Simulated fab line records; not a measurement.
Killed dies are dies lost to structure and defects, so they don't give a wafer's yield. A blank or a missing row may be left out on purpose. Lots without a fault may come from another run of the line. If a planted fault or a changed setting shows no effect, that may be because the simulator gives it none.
A lot that was struck, set against a sound lot / flow n5Finfet / 28 steps out of a route of 1938
Sound: these wafers, L817.1, L817.2, L817.5. Struck: wafer L828.6. (L828.4 of the same lot was not struck and is left out.) The cause comes at the end.
Order at every step that has rows: each side's tool, ch and its chambers, its first start. Under that, the readings that differ: sound wafers / struck wafers / difference of the means / sigmas: that difference in standard deviations of wafers without a fault.
alike: readings with means less than 2 such deviations apart, plus words and numbers identical on both sides. not compared: withheld readings, readings lacking a value on some wafer, bounds such as >300 that could conceal the same value, and numbers that have no deviation in the record and whose values overlap.
Wherever a step has rows on one side only, a row that says differs or no value, or a row with sigmas, the two part there. Numbers that don't overlap but have no deviation are shown without sigmas and don't part them. A reading that every wafer of one side lacks parts them only if that side has two wafers or more.

first, 9 steps without rows for these wafers: N5_BEOL_M0_SAQP_EXPOSE_37 (exposes mask M0 CUT1, target cd 30 nm); N5_BEOL_M0_SAQP_PEB_38 (peb time 60 s); N5_BEOL_M0_SAQP_DEVELOP_39 (develop time 30 s); N5_BEOL_M0_SAQP_DESCUM_45 (chemistry O2, time 7 s); N5_BEOL_M0_SAQP_ETCH_88 (etches underlayer in N2/H2, target depth 6.5 nm, time 5.2 s); N5_BEOL_M0_SAQP_ETCH_73 (etches SiARC in CF4, target depth 19.5 nm, time 32.5 s); N5_BEOL_M0_SAQP_CUT_ETCH_46 (etches SOC in N2/H2, target depth 135 nm, overetch 27 nm, time 202.5 s); N5_BEOL_M0_SAQP_STRIP_74 (strips in N2/H2); N5_BEOL_M0_SAQP_STRIP_89 (strips in N2/H2).
N5_BEOL_M0_SAQP_ALD_48: deposits SiO2, target thk 20 nm, pulse time 1 s, co reactant pulse time 1 s.
  sound on aldSin-01 ch 0,2,3, day 6 04:50; struck on aldSin-01 ch 3, day 9 05:35
reading=aldCycles; sound=139 139 139; struck=94; difference=-45; sigmas=
reading=model.SiO2_of_BEOL_M0_SAQP_ALD_48.thkNm (nm); sound=19.8 20 20; struck=13.6; difference=-6.3; sigmas=
  alike: heaterPowerW, precursorPulseHeightRel
then, 15 steps without rows for these wafers: N5_BEOL_M0_SAQP_ETCH_49 (etches SiO2 in CF4/O2, target depth 37 nm); N5_BEOL_M0_SAQP_STRIP_75 (strips in CF4); N5_BEOL_M0_CUTY_COAT_50 (time 60 s, resist thk 15 nm); N5_BEOL_M0_CUTY_COAT_51 (resist thk 150 nm); N5_BEOL_M0_CUTY_EBR_52; N5_BEOL_M0_CUTY_SOFTBAKE_53 (time 60 s); N5_BEOL_M0_CUTY_EXPOSE_54 (exposes mask M0 ABLK); N5_BEOL_M0_CUTY_PEB_55 (peb time 60 s); N5_BEOL_M0_CUTY_DEVELOP_56 (develop time 30 s); N5_BEOL_M0_CUTY_DESCUM_61 (chemistry O2, time 7.9 s); N5_BEOL_M0_CUTY_ETCH_62 (etches SiARC in CF4, time 58.5 s); N5_BEOL_M0_CUTY_ETCH_63 (etches SOC in N2/H2, target depth 82.7 nm, overetch 16.5 nm, time 124 s); N5_BEOL_M0_CUTY_STRIP_64 (strips in N2/H2); N5_BEOL_M0_ETCH_138 (etches SiCN in CH3F/O2, target depth 12 nm, time 31.6 s); N5_BEOL_M0_HM_OPEN_105 (chemistry Cl2/BCl3, target TiN, target depth 12 nm).
N5_BEOL_M0_STRIP_140: strips in CF4.
  sound on rieDiel-05 ch 1,2, day 6 08:52; struck on rieDiel-03 ch 3, day 9 07:55
reading=model.SiO2_of_BEOL_M0_SAQP_ALD_48.thkNm (nm); sound=11.8 11.6 12; struck=8.4; difference=-3.4; sigmas=
  alike: drypumpMotorCurrentA, oesProductAu, rfVppV, showerheadPlenumPTorr, throttleValvePct
  not compared: rfHoursCounterH
then, 1 step without rows for these wafers: N5_BEOL_M0_STRIP_104 (strips in N2/H2).
-- a jump in the record: the struck wafers' starts before and after are 2 days apart (it breaks off in module BEOL_M0 and resumes in module BEOL_M4, where the first step shown is number 1111 of the route) --
N5_BEOL_M4_RC_MEAS_101:
  sound on prober-02 ch 0, day 8 15:35; struck on prober-02 ch 0, day 11 18:47
reading=DIBL_P (mV/V); sound=28.4 33.2 31.4; struck=36.2; difference=+5.2; sigmas=+2
reading=IOFF_N (nA/um); sound=0.09 0.14 0.13; struck=0.22; difference=+0.10; sigmas=+3
reading=SS_N (mV/dec); sound=70.1 71.0 70.9; struck=72.7; difference=+2.0; sigmas=+3
  alike: DIBL_N, IOFF_P, ION_N, ION_P, SS_P, VT_N, VT_P

== WHERE THEY PART ==
At N5_BEOL_M4_RC_MEAS_101 and nowhere else, as far as this record goes.

WHY: the cause the simulator had injected
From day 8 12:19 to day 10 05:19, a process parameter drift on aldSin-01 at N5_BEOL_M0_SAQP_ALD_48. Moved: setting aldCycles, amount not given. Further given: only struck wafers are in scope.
